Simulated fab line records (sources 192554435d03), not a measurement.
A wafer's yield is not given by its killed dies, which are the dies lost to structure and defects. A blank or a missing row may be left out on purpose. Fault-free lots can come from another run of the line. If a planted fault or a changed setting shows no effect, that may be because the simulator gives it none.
Chamber matching | flow n5_finfet | rie_diel-04 running N5_DUMMY_GATE_ETCH_29: 4 sister chambers
The step etches underlayer in N2/H2, target depth 13 nm. 4 wafers are shown with their chamber, then 7 later ones without.

== WAFERS, EACH WITH ITS CHAMBER ==
wafer  | chamber | showerhead_plenum_p_Torr (Torr)
L858.6 | 3       | 2.53
L863.5 | 2       | 2.50
L866.1 | 0       | 2.53
L866.4 | 1       | 2.66

== WAFERS WITHOUT THEIR CHAMBER ==
wafer  | showerhead_plenum_p_Torr (Torr)
L866.6 | 2.50
L872.1 | 2.52
L872.5 | 2.50
L872.6 | 2.65
L874.1 | 2.50
L874.4 | 2.52
L874.5 | 2.50

== THE CHAMBER EACH PASSED THROUGH ==
wafer  | from the rows above          | in truth
L866.6 | 2                            | 2
L872.1 | can't be placed: 0 or 3 or 2 | 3
L872.5 | 2                            | 2
L872.6 | 1                            | 1
L874.1 | 2                            | 2
L874.4 | can't be placed: 0 or 3 or 2 | 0
L874.5 | 2                            | 2
5 of 7 placed correctly. Unplaceable from these rows: 2, with the true chamber sitting among the candidates in 2. Placed wrongly: 0.
How it was worked out, from the rows above alone: a wafer's distance from a chamber is the root of the sum, over the readings, of the square of ((its reading less the chamber's mean) divided by the reading's scatter). The wafer belongs to the nearest chamber; if the next one is less than 2 further off, it can't be placed. Each chamber's mean is taken over the wafers shown for it. The scatter: root of mean squared gap, hidden wafer to nearest shown wafer, with one shown wafer a chamber.
